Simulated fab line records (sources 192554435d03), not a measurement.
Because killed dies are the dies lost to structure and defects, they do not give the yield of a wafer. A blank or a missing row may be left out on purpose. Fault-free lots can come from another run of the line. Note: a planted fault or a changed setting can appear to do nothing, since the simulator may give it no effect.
What tool caused it?	flow n5_finfet	9 lots with 26 wafers sampled at 5 steps, on a route of 1938 steps

## WHAT THE GAUGES SHOWED, per wafer
N5_BEOL_M3_RS_MEAS_58: uses a four-point probe to measure. Usual: M3_RS gives 0.67 ohm/sq (standard deviation 0.032).
lot	measured	on	M3_RS (ohm/sq)	flag
L491	day 7 15:17	film_metro-01	0.71 0.67 0.65	
L492	day 7 15:45	film_metro-02	0.74 0.70 0.71	
L497	day 8 22:02	film_metro-02	0.68 0.67 0.68	
L501	day 9 23:50	film_metro-02	0.73 0.67 0.68	
L504	day 10 17:12	film_metro-02	0.65 0.65 0.64	
L509	day 12 03:48	film_metro-02	0.65 0.68 0.66	
L511	day 12 18:35	film_metro-02	0.68 0.70 0.74	
L513	day 12 19:58	film_metro-01	0.65 0.63	
L512	day 12 21:20	film_metro-01	0.67 0.70 0.69	

N5_BEOL_M4_RC_MEAS_101. Usual: DIBL_N 37.1 mV/V, standard deviation 1.9; DIBL_P 37.2 mV/V, standard deviation 2.3; IOFF_N 0.18 nA/um, standard deviation 0.04; IOFF_P 0.23 nA/um, standard deviation 0.044; ION_N 682 uA/um, standard deviation 11; ION_P 468 uA/um, standard deviation 8.6; SS_N 71.9 mV/dec, standard deviation 0.68; SS_P 73.5 mV/dec, standard deviation 0.74; VT_N 248 mV, standard deviation 3.4; VT_P -248 mV, standard deviation 3.4.
lot	measured	on	DIBL_N (mV/V)	DIBL_P (mV/V)	IOFF_N (nA/um)	IOFF_P (nA/um)	ION_N (uA/um)	ION_P (uA/um)	SS_N (mV/dec)	SS_P (mV/dec)	VT_N (mV)	VT_P (mV)	flag
L491	day 8 02:03	prober-01	38.1 35.5 38.4	37.9 34.4 37.7	0.19 0.13 0.19	0.25 0.20 0.25	676 668 679	471 460 465	71.6 71.4 72.1	73.4 72.3 73.3	248 254 250	-247 -250 -248	
L492	day 8 02:15	prober-02	39.1 36.4 38.4	38.0 34.9 36.1	0.19 0.14 0.16	0.24 0.20 0.22	673 675 668	463 468 461	72.1 71.3 72.4	74.4 73.4 73.8	250 251 248	-250 -251 -249	
L497	day 9 08:40	prober-01	33.4 37.4 34.6	32.2 36.3 34.1	0.12 0.18 0.14	0.17 0.22 0.19	669 675 674	460 459 462	71.7 71.8 71.1	71.5 72.9 72.6	251 251 252	-250 -248 -249	
L501	day 10 10:13	prober-01	36.6 34.3 34.6	38.5 37.1 35.9	0.17 0.14 0.14	0.20 0.18 0.17	685 676 675	461 461 456	71.6 70.7 71.0	74.0 73.0 72.0	249 254 251	-254 -251 -255	
L504	day 11 02:40	prober-01	36.4 37.9 37.2	36.6 37.9 36.3	0.16 0.20 0.18	0.24 0.28 0.24	687 696 676	478 480 460	71.4 71.8 71.7	72.7 73.4 73.3	245 245 248	-246 -246 -246	
L509	day 12 16:45	prober-01	38.3 40.2 40.9	37.5 38.8 40.6	0.19 0.24 0.25	0.26 0.30 0.33	698 688 693	484 465 476	71.2 72.5 72.6	74.0 74.3 73.9	245 244 244	-244 -245 -244	
L511	day 13 04:58	prober-01	37.6 37.4 41.7	40.2 39.5 43.6	0.21 0.19 0.32	0.29 0.26 0.37	688 681 699	473 464 477	72.1 71.8 73.5	74.6 74.0 75.8	246 247 240	-246 -246 -244	
L513	day 13 06:49	prober-01	36.3 32.8	37.3 33.6	0.19 0.13	0.26 0.20	689 652	471 457	72.2 71.2	73.4 71.7	246 253	-245 -250	
L512	day 13 07:31	prober-02	35.7 40.3 36.5	36.0 39.2 36.0	0.16 0.23 0.16	0.20 0.24 0.20	685 684 685	469 461 468	70.9 72.7 71.6	73.0 74.4 73.3	248 245 249	-250 -252 -253	

## WHAT TOOL EACH LOT RAN ON (gives the tool, then ch and the chambers of the sampled wafers, and finally the start)
lot	N5_BEOL_M3_CMP_52	N5_BEOL_M4_ETCH_74	N5_BEOL_M4_HM_OPEN_17
L491	cmp-02 ch 0,1,2, day 7 14:44	rie_diel-01 ch 0,1,2, day 7 19:19	rie_metal-01 ch 0,1, day 7 19:32
L492	cmp-02 ch 1,2,3, day 7 15:14	rie_diel-03 ch 0,2,3, day 7 19:28	rie_metal-02 ch 0,1, day 7 19:41
L497	cmp-03 ch 0,2,3, day 8 21:33	rie_diel-05 ch 0,1,3, day 9 00:57	rie_metal-02 ch 0,1, day 9 01:10
L501	cmp-03 ch 0,1,2, day 9 23:20	rie_diel-03 ch 1,3, day 10 02:39	rie_metal-01 ch 1, day 10 02:52
L504	cmp-02 ch 0,1, day 10 16:37	rie_diel-01 ch 0,1,2, day 10 19:25	rie_metal-02 ch 0, day 10 19:40
L509	cmp-02 ch 0,2,3, day 12 03:19	rie_diel-03 ch 2,3, day 12 06:06	rie_metal-03 ch 0,1, day 12 06:19
L511	cmp-03 ch 1,2,3, day 12 18:08	rie_diel-01 ch 0,1, day 12 19:53	rie_metal-01 ch 0,1, day 12 20:05
L513	cmp-01 ch 1,2, day 12 19:25	rie_diel-05 ch 1,3, day 12 21:13	rie_metal-01 ch 0, day 12 21:26
L512	cmp-03 ch 0,1,2, day 12 20:47	rie_diel-01 ch 2,3, day 12 23:03	rie_metal-03 ch 0,1, day 12 23:16
- N5_BEOL_M3_CMP_52: polishes, stops on SiOC, t overpolish 6.8 s, target thk 40 nm.
- N5_BEOL_M4_ETCH_74: etches underlayer in N2/H2, target depth 6.5 nm, time 5.2 s.
- N5_BEOL_M4_HM_OPEN_17: chemistry Cl2/BCl3, target TiN, target depth 20 nm, overetch 6 nm.

## WHAT THE TOOLS THEMSELVES READ (means of the sampled wafers that have a number; where no wafer has one, the mark that the record gives instead)
N5_BEOL_M3_CMP_52. Usual: barrier_field_endpoint_s 24.6 s, standard deviation 0.6; motor_current_A 6.1 A, standard deviation 0.75; overpolish_run_s 6.800 s, standard deviation 0.0079; time_to_endpoint_s 63 s, standard deviation 3.
lot	tool	barrier_field_endpoint_s (s)	motor_current_A (A)	overpolish_run_s (s)	time_to_endpoint_s (s)	flag
L491	cmp-02	24.3	6.1	6.806	60	
L492	cmp-02	23.7	6.1	6.803	60	
L497	cmp-03	24.4	6.0	6.796	61	
L501	cmp-03	24.5	5.9	6.803	65	
L504	cmp-02	25.1	6.3	6.799	64	
L509	cmp-02	24.7	5.8	6.798	62	
L511	cmp-03	23.8	6.5	6.799	59	
L513	cmp-01	25.3	7.3	6.793	64	
L512	cmp-03	24.7	6.3	6.793	63	

N5_BEOL_M4_ETCH_74. Usual: drypump_motor_current_A 5.7 A, standard deviation 0.42; etch_rf_on_time_s 5.15 s, standard deviation 0.14; oes_product_au 0.68 a.u., standard deviation 0.073; rf_vpp_V 524.1 V, standard deviation 2.7; showerhead_plenum_p_Torr 2.55 Torr, standard deviation 0.083; throttle_valve_pct 17.8 %, standard deviation 0.32.
lot	tool	drypump_motor_current_A (A)	etch_rf_on_time_s (s)	oes_product_au (a.u.)	rf_vpp_V (V)	showerhead_plenum_p_Torr (Torr)	throttle_valve_pct (%)	flag
L491	rie_diel-01	5.5	5.02	0.70	522.9	2.53	17.8	
L492	rie_diel-03	5.7	5.23	0.68	522.0	2.52	17.8	
L497	rie_diel-05	5.6	5.27	0.64	524.7	2.57	17.9	
L501	rie_diel-03	6.0	5.12	0.71	525.2	2.61	17.9	
L504	rie_diel-01	5.5	5.12	0.68	523.8	2.52	17.9	
L509	rie_diel-03	5.8	5.74	0.66	523.6	2.53	17.8	OFF
L511	rie_diel-01	5.4	5.00	0.70	523.9	2.53	17.6	
L513	rie_diel-05	5.5	5.20	0.59	524.2	2.50	18.2	
L512	rie_diel-01	5.6	5.20	0.78	521.4	2.49	18.0	

N5_BEOL_M4_HM_OPEN_17. Usual: drypump_motor_current_A 5.9 A, standard deviation 0.45; mfc_ar_sccm 25.01 sccm, standard deviation 0.077; oes_product_au 0.63 a.u., standard deviation 0.093; throttle_valve_pct 22.24 %, standard deviation 0.29.
lot	tool	drypump_motor_current_A (A)	mfc_ar_sccm (sccm)	oes_product_au (a.u.)	throttle_valve_pct (%)	flag
L491	rie_metal-01	6.5	25.01	0.56	22.46	
L492	rie_metal-02	5.4	25.01	0.55	22.31	
L497	rie_metal-02	5.7	25.01	0.61	22.23	
L501	rie_metal-01	6.5	25.06	0.51	22.66	
L504	rie_metal-02	6.0	24.90	0.65	22.15	
L509	rie_metal-03	5.8	24.99	0.68	21.97	
L511	rie_metal-01	6.5	24.95	0.72	22.22	
L513	rie_metal-01	6.4	25.06	0.62	22.09	
L512	rie_metal-03	5.7	24.96	0.68	21.95	

## THE ANSWER, worked out from the rows above alone
Rule: a lot counts as off when the mean over its wafers that have a number is more than 3 standard deviations away from the usual mean. A lot without any number at a reading at which 4 lots or more have one is off too. Any other lot the step has rows for is counted as sound. The gauges are gone through in route order, then the tools' own readings, and for those a lot's mean is taken as printed above. The first step at which some lot is off is used, and at that step the reading that is off furthest; a lot without a number counts as furthest.
Off: L509, at N5_BEOL_M4_ETCH_74 (etch_rf_on_time_s).
If a tool, at that step or one of the process steps before it, ran each lot that is off and ran no sound lot following the first of them, it fits. 2 tools fit, cmp-02 at N5_BEOL_M3_CMP_52 and rie_diel-03 at N5_BEOL_M4_ETCH_74, so this cannot tell which one it is.

## WHAT THE SIMULATOR HAD INSERTED
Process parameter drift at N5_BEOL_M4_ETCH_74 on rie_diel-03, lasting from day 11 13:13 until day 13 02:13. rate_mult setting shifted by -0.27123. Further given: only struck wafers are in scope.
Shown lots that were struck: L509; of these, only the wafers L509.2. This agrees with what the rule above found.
